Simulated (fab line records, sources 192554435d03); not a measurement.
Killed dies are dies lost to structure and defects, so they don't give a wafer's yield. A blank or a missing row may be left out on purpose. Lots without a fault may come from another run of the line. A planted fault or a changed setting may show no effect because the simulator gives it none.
Chamber matching | flow n5_finfet | N5_BEOL_M13_DEP_53 on pecvd-01: 3 sister chambers
The step deposits SiCN from 3MS/NH3, target thk 50 nm, time 17.8 s. 6 wafers are shown with their chamber, then 8 later ones without.

WAFERS WITH THEIR CHAMBER
wafer  | chamber | showerhead_plenum_p_Torr (Torr) | throttle_valve_pct (%)
L079.1 | 2       | 4.181                           | 17.7
L079.5 | 2       | 4.186                           | 18.1
L083.1 | 1       | 4.157                           | 18.3
L083.5 | 1       | 4.165                           | 18.0
L083.6 | 0       | 4.160                           | 18.0
L085.1 | 0       | 4.163                           | 18.3

WAFERS WITHOUT THEIR CHAMBER
wafer  | showerhead_plenum_p_Torr (Torr) | throttle_valve_pct (%)
L085.3 | 4.184                           | 17.9
L085.5 | 4.166                           | 18.2
L088.1 | 4.151                           | 18.0
L088.4 | 4.153                           | 18.0
L088.5 | 4.186                           | 18.0
L093.3 | 4.148                           | 18.0
L093.5 | 4.175                           | 17.8
L093.6 | 4.156                           | 17.9

WHICH CHAMBER EACH WENT THROUGH
wafer  | from the rows above          | in truth
L085.3 | 2                            | 2
L085.5 | can't be placed: 0 or 1      | 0
L088.1 | can't be placed: 1 or 0      | 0
L088.4 | can't be placed: 1 or 0      | 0
L088.5 | 2                            | 2
L093.3 | can't be placed: 1 or 0      | 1
L093.5 | can't be placed: 2 or 0 or 1 | 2
L093.6 | can't be placed: 1 or 0      | 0
Placed correctly: 2 of 8. Can't be placed from these rows: 6 (the true chamber is among the candidates in 6). Placed wrongly: 0.
How it was worked out, from the rows above alone: a wafer's distance from a chamber is the root of the sum, over the readings, of the square of ((its reading less the chamber's mean) divided by the reading's scatter). The wafer belongs to the nearest chamber; if the next one is less than 2 further off, it can't be placed. A chamber's mean is the mean of its shown wafers. The scatter: the root of (the sum of the squares of (reading less its chamber's mean) over the shown wafers, divided by (wafers less chambers)).
